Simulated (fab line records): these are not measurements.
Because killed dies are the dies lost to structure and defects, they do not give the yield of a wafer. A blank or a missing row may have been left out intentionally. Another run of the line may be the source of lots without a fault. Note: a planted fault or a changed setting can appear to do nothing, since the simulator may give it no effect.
Which of the tools did it? -- flow n5 finfet -- 72 wafers from 24 lots sampled at 6 of the route's 1938 steps

WHAT EACH GAUGE READ, for each wafer
N5_BEOL_M3_THK_MEAS_53: measures by xrf.
lot,measured,on,M3_THK (nm)
L075,day 7 10:31,film metro-02,38.6 40.6 38.4
L074,day 7 12:52,film metro-02,43.9 43.6 43.7
L076,day 7 16:46,film metro-02,42.5 42.4 43.4
L077,day 8 03:25,film metro-01,42.3 43.1 43.0
L078,day 8 06:51,film metro-01,41.6 41.7 43.3
L079,day 8 14:52,film metro-01,37.6 38.3 40.3
L080,day 8 19:27,film metro-02,41.0 41.3 38.5
L081,day 9 08:04,film metro-02,38.7 39.9 40.1
L083,day 9 11:11,film metro-01,41.3 42.2 43.4
L082,day 9 11:49,film metro-01,40.4 41.7 42.4
L084,day 9 14:28,film metro-02,40.5 39.2 38.5
L085,day 10 06:58,film metro-01,39.5 38.9 40.8
L086,day 10 13:28,film metro-02,39.8 41.0 43.2
L087,day 10 14:26,film metro-01,40.8 41.7 40.6
L089,day 11 02:35,film metro-02,40.7 40.8 42.8
L088,day 11 02:44,film metro-02,41.7 40.1 41.4
L091,day 11 13:42,film metro-02,40.9 41.4 41.7
L092,day 11 20:24,film metro-02,41.7 42.5 43.7
L090,day 11 20:39,film metro-02,41.0 43.2 41.7
L093,day 12 20:04,film metro-01,37.2 41.3 40.8
L095,day 12 22:58,film metro-02,39.2 41.8 39.8
L094,day 12 23:09,film metro-02,40.3 43.3 43.0
L096,day 12 23:17,film metro-02,39.6 42.2 41.0
L097,day 13 00:53,film metro-02,40.8 39.2 40.2

N5_BEOL_M4_INSPECT_13: inspects for defects (brightfield).
lot,measured,on,raw defect count
L075,day 7 12:47,defect inspect-01,414 412 395
L074,day 7 14:22,defect inspect-02,444 561 471
L076,day 7 19:23,defect inspect-01,277 227 347
L077,day 8 04:41,defect inspect-02,377 361 392
L078,day 8 08:55,defect inspect-02,284 318 317
L079,day 8 16:41,defect inspect-01,177 270 293
L080,day 8 21:17,defect inspect-01,428 289 342
L081,day 9 11:12,defect inspect-01,382 358 263
L083,day 9 12:23,defect inspect-01,368 424 348
L082,day 9 14:31,defect inspect-02,305 336 358
L084,day 9 16:26,defect inspect-01,370 356 413
L085,day 10 08:01,defect inspect-02,361 251 323
L086,day 10 14:31,defect inspect-01,273 451 435
L087,day 10 16:52,defect inspect-02,412 562 511
L089,day 11 04:04,defect inspect-02,246 527 263
L088,day 11 04:17,defect inspect-01,323 438 294
L091,day 11 15:30,defect inspect-01,344 340 274
L092,day 11 21:25,defect inspect-01,273 362 277
L090,day 11 22:22,defect inspect-01,340 364 323
L093,day 12 21:15,defect inspect-02,454 545 432
L095,day 13 00:32,defect inspect-02,442 420 428
L094,day 13 00:56,defect inspect-01,270 238 341
L096,day 13 01:10,defect inspect-01,545 427 339
L097,day 13 01:59,defect inspect-01,286 412 329

N5_BEOL_M4_CD_MEAS_28: target cd 26.2 nm, target cd y 24.1 nm.
lot,measured,on,cd nm (nm)
L075,day 7 13:49,cd sem-03,25.96 26.03 26.27
L074,day 7 15:16,cd sem-02,26.11 26.09 26.42
L076,day 7 20:10,cd sem-03,26.40 26.05 26.30
L077,day 8 05:35,cd sem-01,25.85 26.31 26.50
L078,day 8 09:43,cd sem-01,26.02 26.24 25.94
L079,day 8 17:35,cd sem-01,26.35 26.02 26.34
L080,day 8 22:10,cd sem-03,26.25 25.93 25.92
L081,day 9 12:36,cd sem-03,26.24 25.93 26.02
L083,day 9 13:18,cd sem-02,26.14 26.24 26.09
L082,day 9 15:17,cd sem-01,26.00 25.96 26.17
L084,day 9 17:26,cd sem-03,25.74 25.84 25.75
L085,day 10 09:11,cd sem-03,26.11 25.97 26.03
L086,day 10 15:36,cd sem-02,26.12 26.42 26.25
L087,day 10 17:55,cd sem-02,26.28 26.18 25.88
L089,day 11 05:11,cd sem-02,26.10 25.83 26.30
L088,day 11 05:17,cd sem-01,26.13 26.12 25.86
L091,day 11 16:35,cd sem-01,25.92 26.40 26.01
L092,day 11 22:19,cd sem-03,26.12 26.24 26.10
L090,day 11 23:35,cd sem-01,26.42 26.56 26.28
L093,day 12 22:11,cd sem-01,26.53 26.34 26.22
L095,day 13 01:34,cd sem-03,26.35 26.15 26.33
L094,day 13 01:50,cd sem-02,25.81 26.21 25.91
L096,day 13 02:05,cd sem-02,25.90 26.42 26.37
L097,day 13 03:08,cd sem-02,26.37 26.43 26.10

WHAT TOOL EACH LOT RAN ON (gives the tool, then ch and the chambers of the sampled wafers, and finally the start)
lot,N5_BEOL_M3_ANNEAL_91,N5_BEOL_M3_ANNEAL_93,N5_BEOL_M4_DESCUM_16
L075,"pvd sputter-01, day 7 09:08","pvd sputter-01, day 7 09:22","rie diel-02 ch 0,2,3, day 7 13:04"
L074,"pvd sputter-02, day 7 11:23","pvd sputter-02, day 7 11:36","rie diel-06 ch 1,2, day 7 14:23"
L076,"pvd sputter-01, day 7 15:23","pvd sputter-01, day 7 15:37","rie diel-06 ch 0,2, day 7 19:25"
L077,"pvd sputter-03, day 8 02:03","pvd sputter-03, day 8 02:16","rie diel-04 ch 0,1,2, day 8 04:49"
L078,"pvd sputter-01, day 8 05:28","pvd sputter-01, day 8 05:41","rie diel-04 ch 1,2,3, day 8 08:57"
L079,"pvd sputter-01, day 8 13:16","pvd sputter-01, day 8 13:29","rie diel-02 ch 1,2,3, day 8 16:44"
L080,"pvd sputter-02, day 8 18:05","pvd sputter-02, day 8 18:18","rie diel-02 ch 0,1,3, day 8 21:19"
L081,"pvd sputter-03, day 9 06:41","pvd sputter-03, day 9 06:55","rie diel-06 ch 0,2,3, day 9 11:41"
L083,"pvd sputter-03, day 9 09:50","pvd sputter-03, day 9 10:03","rie diel-06 ch 0,1,3, day 9 12:26"
L082,"pvd sputter-01, day 9 09:56","pvd sputter-01, day 9 10:09","rie diel-06 ch 0,1,2, day 9 14:32"
L084,"pvd sputter-02, day 9 13:06","pvd sputter-02, day 9 13:19","rie diel-04 ch 0,1,3, day 9 16:29"
L085,"pvd sputter-03, day 10 05:26","pvd sputter-03, day 10 05:39","rie diel-06 ch 2,3, day 10 08:03"
L086,"pvd sputter-02, day 10 11:59","pvd sputter-02, day 10 12:13","rie diel-06 ch 2,3, day 10 14:33"
L087,"pvd sputter-01, day 10 12:38","pvd sputter-01, day 10 12:52","rie diel-06 ch 1,3, day 10 17:02"
L089,"pvd sputter-02, day 11 01:13","pvd sputter-02, day 11 01:26","rie diel-06 ch 1,2, day 11 04:13"
L088,"pvd sputter-03, day 11 01:17","pvd sputter-03, day 11 01:30","rie diel-04 ch 0,1,3, day 11 04:29"
L091,"pvd sputter-01, day 11 12:16","pvd sputter-01, day 11 12:29","rie diel-06 ch 0,1, day 11 15:41"
L092,"pvd sputter-02, day 11 19:01","pvd sputter-02, day 11 19:14","rie diel-02 ch 0,2, day 11 21:26"
L090,"pvd sputter-01, day 11 19:09","pvd sputter-01, day 11 19:22","rie diel-06 ch 0,1,2, day 11 22:41"
L093,"pvd sputter-03, day 12 18:41","pvd sputter-03, day 12 18:55","rie diel-06 ch 1,2, day 12 21:18"
L095,"pvd sputter-01, day 12 21:36","pvd sputter-01, day 12 21:49","rie diel-06 ch 0,1,3, day 13 00:48"
L094,"pvd sputter-03, day 12 21:47","pvd sputter-03, day 12 22:00","rie diel-04 ch 0,2,3, day 13 01:04"
L096,"pvd sputter-02, day 12 21:55","pvd sputter-02, day 12 22:08","rie diel-06 ch 1,2,3, day 13 01:13"
L097,"pvd sputter-01, day 12 23:26","pvd sputter-01, day 12 23:40","rie diel-06 ch 0,1, day 13 02:18"
- N5_BEOL_M3_ANNEAL_91: time 240 s.
- N5_BEOL_M3_ANNEAL_93: time 240 s.
- N5_BEOL_M4_DESCUM_16: chemistry O2, time 7 s.

WHAT THE TOOLS THEMSELVES READ (means of the sampled wafers that have a number; where no wafer has one, the mark that the record gives instead)
N5_BEOL_M3_ANNEAL_91.
lot,tool,heater power w (W)
L075,pvd sputter-01,905
L074,pvd sputter-02,935
L076,pvd sputter-01,881
L077,pvd sputter-03,788
L078,pvd sputter-01,829
L079,pvd sputter-01,867
L080,pvd sputter-02,934
L081,pvd sputter-03,779
L083,pvd sputter-03,781
L082,pvd sputter-01,951
L084,pvd sputter-02,827
L085,pvd sputter-03,770
L086,pvd sputter-02,936
L087,pvd sputter-01,832
L089,pvd sputter-02,824
L088,pvd sputter-03,819
L091,pvd sputter-01,835
L092,pvd sputter-02,829
L090,pvd sputter-01,874
L093,pvd sputter-03,768
L095,pvd sputter-01,870
L094,pvd sputter-03,810
L096,pvd sputter-02,961
L097,pvd sputter-01,803

N5_BEOL_M3_ANNEAL_93.
lot,tool,heater power w (W)
L075,pvd sputter-01,895
L074,pvd sputter-02,941
L076,pvd sputter-01,886
L077,pvd sputter-03,790
L078,pvd sputter-01,823
L079,pvd sputter-01,875
L080,pvd sputter-02,948
L081,pvd sputter-03,795
L083,pvd sputter-03,790
L082,pvd sputter-01,946
L084,pvd sputter-02,817
L085,pvd sputter-03,770
L086,pvd sputter-02,920
L087,pvd sputter-01,826
L089,pvd sputter-02,826
L088,pvd sputter-03,825
L091,pvd sputter-01,849
L092,pvd sputter-02,822
L090,pvd sputter-01,889
L093,pvd sputter-03,785
L095,pvd sputter-01,867
L094,pvd sputter-03,835
L096,pvd sputter-02,990
L097,pvd sputter-01,816

N5_BEOL_M4_DESCUM_16.
lot,tool,drypump motor current A (A),oes product au (a.u.),rf vpp V (V),showerhead plenum p Torr (Torr),throttle valve pct (%)
L075,rie diel-02,5.3,0.79,243.4,2.10,20.46
L074,rie diel-06,5.6,0.90,243.7,2.11,20.40
L076,rie diel-06,5.9,0.77,243.7,2.06,20.31
L077,rie diel-04,5.6,0.83,243.3,2.11,20.19
L078,rie diel-04,5.4,0.80,243.0,2.10,20.37
L079,rie diel-02,5.8,0.87,243.4,2.12,20.35
L080,rie diel-02,5.9,0.91,245.0,2.17,20.24
L081,rie diel-06,5.6,0.75,242.5,2.05,20.44
L083,rie diel-06,5.4,0.77,243.5,2.09,20.45
L082,rie diel-06,5.7,0.82,242.7,2.08,20.38
L084,rie diel-04,5.7,0.77,242.2,2.10,20.32
L085,rie diel-06,5.4,0.74,242.0,2.05,20.54
L086,rie diel-06,5.7,0.79,242.5,2.05,20.47
L087,rie diel-06,5.2,0.82,242.9,2.11,20.49
L089,rie diel-06,5.6,0.86,243.1,2.10,20.43
L088,rie diel-04,5.8,0.75,243.5,2.10,20.36
L091,rie diel-06,5.5,0.81,243.5,2.10,20.43
L092,rie diel-02,5.0,0.86,244.9,2.19,20.40
L090,rie diel-06,5.7,0.78,242.9,2.07,20.42
L093,rie diel-06,5.8,0.82,242.5,2.06,20.43
L095,rie diel-06,5.4,0.84,243.4,2.08,20.36
L094,rie diel-04,5.6,0.80,243.2,2.10,20.20
L096,rie diel-06,5.5,0.87,242.6,2.07,20.38
L097,rie diel-06,5.5,0.79,243.6,2.10,20.44

THE ANSWER, worked out from the rows above alone
Rule: the usual values come from the lots themselves. The widest of any qualifying gaps counts: lots, ordered by their means at a reading, are off when they make up no more than a third of the lots, leave a main group of 4 or more, and stand apart from it by 3 or more times the standard deviation of that group's means. The tables above print the reading to a certain number of digits; a main group whose means all agree to those digits is not used. A lot without any number at a reading at which 4 lots or more have one is off too. All remaining lots with rows at the step are treated as sound. First the gauges in route order, then the tools' own readings, where a lot's mean is used as printed above. At the first step where some lot is off, the reading lying furthest off is the one used; lots without a number count as furthest.
Across all readings shown, no lot is off: no conclusion can be drawn from this.

WHAT WAS PUT IN BY THE SIMULATOR
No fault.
